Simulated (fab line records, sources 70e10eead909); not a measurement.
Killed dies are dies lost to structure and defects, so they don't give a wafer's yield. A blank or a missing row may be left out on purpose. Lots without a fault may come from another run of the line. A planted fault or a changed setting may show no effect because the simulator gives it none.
Chamber matching | flow nand_harc | NHARC_P_BONDPAD_CMP_32 on cmp-04: 4 sister chambers
The step polishes SiCN, target thk 200 nm. 8 wafers are shown with their chamber, then 10 later ones without.

WAFERS WITH THEIR CHAMBER
wafer  | chamber | motor_current_A (A) | slurry_flow_ml_min
L077.6 | 3       | 12.4                | 150.4
L079.6 | 2       | 11.1                | 150.1
L083.3 | 3       | 12.0                | 151.0
L085.3 | 2       | 11.0                | 150.5
L085.4 | 1       | 11.0                | 149.7
L085.5 | 0       | 12.3                | 149.2
L092.3 | 0       | 12.3                | 149.6
L092.4 | 1       | 10.9                | 150.4

WAFERS WITHOUT THEIR CHAMBER
wafer  | motor_current_A (A) | slurry_flow_ml_min
L092.6 | 11.8                | 150.0
L094.1 | 11.3                | 150.4
L094.3 | 11.5                | 150.3
L094.4 | 12.7                | 149.2
L095.3 | 11.0                | 149.3
L095.4 | 13.2                | 149.7
L095.6 | 13.5                | 149.9
L096.1 | 12.8                | 149.8
L096.3 | 11.5                | 150.2
L096.6 | 11.8                | 149.9

WHICH CHAMBER EACH WENT THROUGH
wafer  | from the rows above          | in truth
L092.6 | can't be placed: 3 or 0 or 2 | 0
L094.1 | can't be placed: 2 or 1      | 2
L094.3 | can't be placed: 2 or 1 or 3 | 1
L094.4 | 0                            | 0
L095.3 | can't be placed: 1 or 2      | 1
L095.4 | can't be placed: 0 or 3      | 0
L095.6 | can't be placed: 0 or 3      | 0
L096.1 | can't be placed: 0 or 3      | 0
L096.3 | can't be placed: 2 or 1 or 3 | 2
L096.6 | can't be placed: 3 or 0 or 2 | 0
Placed correctly: 1 of 10. Can't be placed from these rows: 9 (the true chamber is among the candidates in 9). Placed wrongly: 0.
How it was worked out, from the rows above alone: a wafer's distance from a chamber is the root of the sum, over the readings, of the square of ((its reading less the chamber's mean) divided by the reading's scatter). The wafer belongs to the nearest chamber; if the next one is less than 2 further off, it can't be placed. A chamber's mean is the mean of its shown wafers. The scatter: the root of (the sum of the squares of (reading less its chamber's mean) over the shown wafers, divided by (wafers less chambers)).
